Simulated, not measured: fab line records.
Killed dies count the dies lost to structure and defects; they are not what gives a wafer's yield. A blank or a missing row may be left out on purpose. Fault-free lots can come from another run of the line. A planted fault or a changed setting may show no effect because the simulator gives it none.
fab line records ; flow nand-harc
record lots=5; wafers=15; last-day=23
route steps=1159 shown A_ONON_D1@426 END@1159
lots that met no fault: from a run of the same line without faults
start-h: hours from the record's opening day to when the first of the lot's shown wafers began ; wait-h: how many hours have passed since the lot's step before this one ; " as in the row above ; L1.1+2: several wafers, shown together as one row ; - no value present, or no start provided ; * or withheld: withheld ; < > ~ a bound
route shown NAME@n: NAME is a module with steps in the file, n the number in the route of the first one ; usual: the fault-free wafers' mean and standard deviation ; same: alike in all rows ; chamber/n: place in a boat ; sites: readings site by site ; _std_site: their standard deviation ; _edge_site: the outer-site mean with the inner-site mean subtracted ; radius-mm: how far each site lies from the wafer's centre ; mask NAME#n: copy n ; behind: the most recent tool/chamber to have shaped the wafer ; hold: what put the lot on hold/how long, in hours/how the hold closed ; device: which transistor (n, p or np) failed to switch ; end of line: the same wafers' tests at the end of the route ; step lacking rows: just its recipe ; killed: count of dies lost to structure and defects at first sort (not the wafer's yield) ; map: dies across one wafer; x = killed, . = not, _ = none there
set.NAME: setting as actually run; set.NAME@STEP: the setting as run at that earlier step ; model.NAME: the simulator's own value behind a step, which no gauge read
certain route steps with their lots: each step a table, each wafer a row
services: the hour from which a tool's chamber was out of use, counted from the record's first day as start-h (under 0 if before that day), plus the number of hours and why
## steps
# step NHARC_A_ONON_D1_DEP_03
# recipe target-thk-a=10000; n2-flow-sccm=2750; n2o-flow-sccm=2000; nh3-flow-sccm=500; sih4-flow-sccm=210; temp-c=400
# step NHARC_A_ONON_D1_THK_MEAS_05
# recipe thk-meas-gauge=ellipsometry
# usual thk-nm=1003/9.8
lot.wafer;tool;chamber;start-h;wait-h;thk-nm
L696.1;film-metro-02;-;173.48;-;999
L696.4;film-metro-02;-;173.48;-;999
L696.5;film-metro-02;-;173.48;-;998
L695.2;film-metro-02;-;173.49;-;1002
L695.4;film-metro-02;-;173.49;-;1002
L695.5;film-metro-02;-;173.49;-;1001
L705.1;film-metro-01;-;234.90;-;999
L705.4;film-metro-01;-;234.90;-;998
L705.6;film-metro-01;-;234.90;-;998
L712.2;film-metro-02;-;269.57;-;992
L712.5;film-metro-02;-;269.57;-;991
L712.6;film-metro-02;-;269.57;-;991
L713.1;film-metro-01;-;269.78;-;1013
L713.2;film-metro-01;-;269.78;-;1014
L713.3;film-metro-01;-;269.78;-;1015
# step NHARC_A_ONON_D1_DEP_06
# recipe target-thk-a=10000; n2-flow-sccm=2750; n2o-flow-sccm=2000; nh3-flow-sccm=500; sih4-flow-sccm=210; temp-c=400
# step NHARC_A_ONON_D1_THK_MEAS_08
# recipe thk-meas-gauge=ellipsometry
# usual thk-nm=998/9.4
lot.wafer;tool;chamber;start-h;wait-h;thk-nm
L696.1;film-metro-01;-;174.05;-;990
L696.4;film-metro-01;-;174.05;-;992
L696.5;film-metro-01;-;174.05;-;988
L695.2;film-metro-02;-;174.05;-;991
L695.4;film-metro-02;-;174.05;-;992
L695.5;film-metro-02;-;174.05;-;991
L705.1;film-metro-01;-;235.47;-;994
L705.4;film-metro-01;-;235.47;-;994
L705.6;film-metro-01;-;235.47;-;995
L712.2;film-metro-01;-;270.13;-;1002
L712.5;film-metro-01;-;270.13;-;1000
L712.6;film-metro-01;-;270.13;-;1001
L713.1;film-metro-02;-;270.35;-;979
L713.2;film-metro-02;-;270.35;-;979
L713.3;film-metro-02;-;270.35;-;979
# step NHARC_A_ONON_D1_DEP_09
# recipe target-thk-a=10000; n2-flow-sccm=2750; n2o-flow-sccm=2000; nh3-flow-sccm=500; sih4-flow-sccm=210; temp-c=400
# step NHARC_A_ONON_D1_THK_MEAS_11
# recipe thk-meas-gauge=ellipsometry
# usual thk-nm=999/11
lot.wafer;tool;chamber;start-h;wait-h;thk-nm
L696.1;film-metro-01;-;174.62;-;990
L696.4;film-metro-01;-;174.62;-;990
L696.5;film-metro-01;-;174.62;-;990
L695.2;film-metro-02;-;174.62;-;996
L695.4;film-metro-02;-;174.62;-;996
L695.5;film-metro-02;-;174.62;-;996
L705.1;film-metro-01;-;236.04;-;990
L705.4;film-metro-01;-;236.04;-;989
L705.6;film-metro-01;-;236.04;-;990
L712.2;film-metro-01;-;270.70;-;990
L712.5;film-metro-01;-;270.70;-;991
L712.6;film-metro-01;-;270.70;-;990
L713.1;film-metro-01;-;270.91;-;989
L713.2;film-metro-01;-;270.91;-;990
L713.3;film-metro-01;-;270.91;-;991
# step NHARC_A_ONON_D1_DEP_12
# recipe target-thk-a=10000; n2-flow-sccm=2750; n2o-flow-sccm=2000; nh3-flow-sccm=500; sih4-flow-sccm=210; temp-c=400
# step NHARC_A_ONON_D1_THK_MEAS_14
# recipe thk-meas-gauge=ellipsometry
# usual thk-nm=998/11
lot.wafer;tool;chamber;start-h;wait-h;thk-nm
L695.2;film-metro-01;-;175.18;-;1002
L695.4;film-metro-01;-;175.18;-;1001
L695.5;film-metro-01;-;175.18;-;1000
L696.1;film-metro-02;-;175.19;-;994
L696.4;film-metro-02;-;175.19;-;994
L696.5;film-metro-02;-;175.19;-;992
L705.1;film-metro-02;-;236.61;-;996
L705.4;film-metro-02;-;236.61;-;997
L705.6;film-metro-02;-;236.61;-;997
L712.2;film-metro-01;-;271.26;-;1006
L712.5;film-metro-01;-;271.26;-;1007
L712.6;film-metro-01;-;271.26;-;1006
L713.1;film-metro-02;-;271.47;-;1013
L713.2;film-metro-02;-;271.47;-;1013
L713.3;film-metro-02;-;271.47;-;1013
# step NHARC_A_ONON_D1_ANNEAL_15
# recipe temp-c=750; time-s=3600
# step NHARC_A_ONON_D1_DEP_16
# recipe target-thk-a=10000; n2-flow-sccm=2750; n2o-flow-sccm=2000; nh3-flow-sccm=500; sih4-flow-sccm=210; temp-c=400
# step NHARC_A_ONON_D1_THK_MEAS_18
# recipe thk-meas-gauge=ellipsometry
# usual thk-nm=1004/7.5
lot.wafer;tool;chamber;start-h;wait-h;thk-nm
L696.1;film-metro-01;-;185.44;-;1020
L696.4;film-metro-01;-;185.44;-;1023
L696.5;film-metro-01;-;185.44;-;1022
L695.2;film-metro-02;-;185.46;-;1007
L695.4;film-metro-02;-;185.46;-;1010
L695.5;film-metro-02;-;185.46;-;1009
L705.1;film-metro-01;-;243.69;-;1010
L705.4;film-metro-01;-;243.69;-;1008
L705.6;film-metro-01;-;243.69;-;1007
L712.2;film-metro-01;-;278.38;-;1001
L712.5;film-metro-01;-;278.38;-;1001
L712.6;film-metro-01;-;278.38;-;999
L713.1;film-metro-02;-;278.40;-;994
L713.2;film-metro-02;-;278.40;-;996
L713.3;film-metro-02;-;278.40;-;993
# step NHARC_A_ONON_D1_DEP_19
# recipe target-thk-a=10000; n2-flow-sccm=2750; n2o-flow-sccm=2000; nh3-flow-sccm=500; sih4-flow-sccm=210; temp-c=400
# usual sih4-flow-sccm=210.0/0.58
lot.wafer;tool;chamber;start-h;wait-h;sih4-flow-sccm
L696.1;pecvd-onon-04;0;185.49;0.1;209.4
L696.4;pecvd-onon-04;0;185.49;0.1;210.0
L696.5;pecvd-onon-04;0;185.49;0.1;210.4
L695.2;pecvd-onon-03;0;185.68;0.2;210.5
L695.4;pecvd-onon-03;0;185.68;0.2;210.5
L695.5;pecvd-onon-03;0;185.68;0.2;210.5
L705.1;pecvd-onon-03;0;243.75;0.1;210.9
L705.4;pecvd-onon-03;0;243.75;0.1;209.7
L705.6;pecvd-onon-03;0;243.75;0.1;210.7
L713.1;pecvd-onon-02;0;278.46;0.1;210.0
L713.2;pecvd-onon-02;0;278.46;0.1;209.9
L713.3;pecvd-onon-02;0;278.46;0.1;210.4
L712.2;pecvd-onon-04;0;278.50;0.1;210.3
L712.5;pecvd-onon-04;0;278.50;0.1;209.2
L712.6;pecvd-onon-04;0;278.50;0.1;209.2
# step NHARC_A_ONON_D1_THK_MEAS_21
# recipe thk-meas-gauge=ellipsometry
# usual thk-nm=1002/7.7
lot.wafer;tool;chamber;start-h;wait-h;thk-nm
L696.1;film-metro-02;-;186.00;-;1006
L696.4;film-metro-02;-;186.00;-;1006
L696.5;film-metro-02;-;186.00;-;1006
L695.2;film-metro-01;-;186.13;-;1004
L695.4;film-metro-01;-;186.13;-;1005
L695.5;film-metro-01;-;186.13;-;1005
L705.1;film-metro-01;-;244.26;-;994
L705.4;film-metro-01;-;244.26;-;994
L705.6;film-metro-01;-;244.26;-;1555
L712.2;film-metro-02;-;278.94;-;995
L712.5;film-metro-02;-;278.94;-;994
L712.6;film-metro-02;-;278.94;-;993
L713.1;film-metro-01;-;278.97;-;1017
L713.2;film-metro-01;-;278.97;-;1018
L713.3;film-metro-01;-;278.97;-;1019
# step NHARC_A_ONON_D1_DEP_22
# recipe target-thk-a=10000; n2-flow-sccm=2750; n2o-flow-sccm=2000; nh3-flow-sccm=500; sih4-flow-sccm=210; temp-c=400
# step NHARC_END_SORT_01
# recipe temp-c=25
# usual killed-at-array=26/9.7; killed-at-other=1.0/1.2; killed-at-periphery=3.9/2.6; killed-dies=31/9.7; killed-open=3.2/1.8; killed-short=2.0/1.3
# same gross-dies=677
lot.wafer;tool;chamber;start-h;wait-h;killed-at-array;killed-at-other;killed-at-periphery;killed-dies;killed-open;killed-short
L705.6;prober-01;0;508.14;4.0;667;4;6;677;2;3
# killed by level:class
L705.6 A_ONON_D1:area-dep=645 A_SLIT:chamber-film-flake=9 P_CONTACT:chamber-film-flake=5 A_CHANNEL_HOLE_D1:chamber-film-flake=3 A_CONTACT:chamber-film-flake=3 THIN_TSV:chamber-film-flake=3 A_ONON_D1:geometric-particle:short=1 A_ONON_D1:geometric-particle:open=1
# map L705.6 (x killed, . not)
____________x____________
_________xxxxxxx_________
_______xxxxxxxxxxx_______
______xxxxxxxxxxxxx______
_____xxxxxxxxxxxxxxx_____
____xxxxxxxxxxxxxxxxx____
____xxxxxxxxxxxxxxxxx____
___xxxxxxxxxxxxxxxxxxx___
___xxxxxxxxxxxxxxxxxxx___
__xxxxxxxxxxxxxxxxxxxxx__
__xxxxxxxxxxxxxxxxxxxxx__
_xxxxxxxxxxxxxxxxxxxxxxx_
_xxxxxxxxxxxxxxxxxxxxxxx_
_xxxxxxxxxxxxxxxxxxxxxxx_
_xxxxxxxxxxxxxxxxxxxxxxx_
_xxxxxxxxxxxxxxxxxxxxxxx_
xxxxxxxxxxxxxxxxxxxxxxxxx
xxxxxxxxxxxxxxxxxxxxxxxxx
xxxxxxxxxxxxxxxxxxxxxxxxx
xxxxxxxxxxxxxxxxxxxxxxxxx
xxxxxxxxxxxxxxxxxxxxxxxxx
_xxxxxxxxxxxxxxxxxxxxxxx_
_xxxxxxxxxxxxxxxxxxxxxxx_
_xxxxxxxxxxxxxxxxxxxxxxx_
_xxxxxxxxxxxxxxxxxxxxxxx_
_xxxxxxxxxxxxxxxxxxxxxxx_
__xxxxxxxxxxxxxxxxxxxxx__
__xxxxxxxxxxxxxxxxxxxxx__
___xxxxxxxxxxxxxxxxxxx___
___xxxxxxxxxxxxxxxxxxx___
____xxxxxxxxxxxxxxxxx____
____xxxxxxxxxxxxxxxxx____
_____xxxxxxxxxxxxxxx_____
______xxxxxxxxxxxxx______
_______xxxxxxxxxxx_______
_________xxxxxxx_________
____________x____________
# map L695.4 (x killed, . not)
____________.____________
_________......._________
_______..........._______
______.............______
_____...x..........._____
____.................____
____.................____
___..x................___
___...................___
__...............x.....__
__.....................__
_......................._
_.....x................._
_......................._
_.......x..............._
_..........x............_
.........................
x........................
.....x...................
..........x..............
...........x..x..........
_......................._
_.............xx........_
_.........x............._
_......................._
_........x....xxxx......_
__............xx.......__
__...........xxx.xx...x__
___..........x.xx.....___
___...................___
____....x............____
____........x........____
_____........x......_____
______.............______
_______..........._______
_________......._________
____________.____________
## services
tool;chamber;start-h;hours;kind
pecvd-onon-04;-;237.00;13.0;pm
## key
first-sign step=NHARC_A_ONON_D1_THK_MEAS_21; reading=thk-nm; direction=up; sigmas=71; usual=1002; struck=1555
effect step=NHARC_END_SORT_01; reading=killed-dies; direction=up; sigmas=67; usual=31; struck=677
more-kills-born-at NHARC_A_ONON_D1_DEP_19@pecvd-onon-03=645
met-at NHARC_A_ONON_D1_DEP_19
struck-wafers L705.6
later-rows-left-out L705.6
tester-left-out L705
onset-between 185.68 243.75
fault kind=process-parameter-drift; tool=pecvd-onon-03; chamber=-; onset-h=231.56; steps=NHARC_A_ONON_D1_DEP_19; channel=target-thk-a; offset=*; shape=step; end-h=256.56; scope=struck-wafers-only; acts-in=*; stated=*
# tester-left-out: of these lots the tester's yield and bins aren't shown, on N5 and GAA mostly nor the transistor test; their killed dies are dies lost to structure and defects alone, not to doping, threshold or leakage, so they don't give the yield
# later-rows-left-out: the simulator's readings of these wafers behind a module that went badly wrong aren't trusted and aren't shown, but for the sort
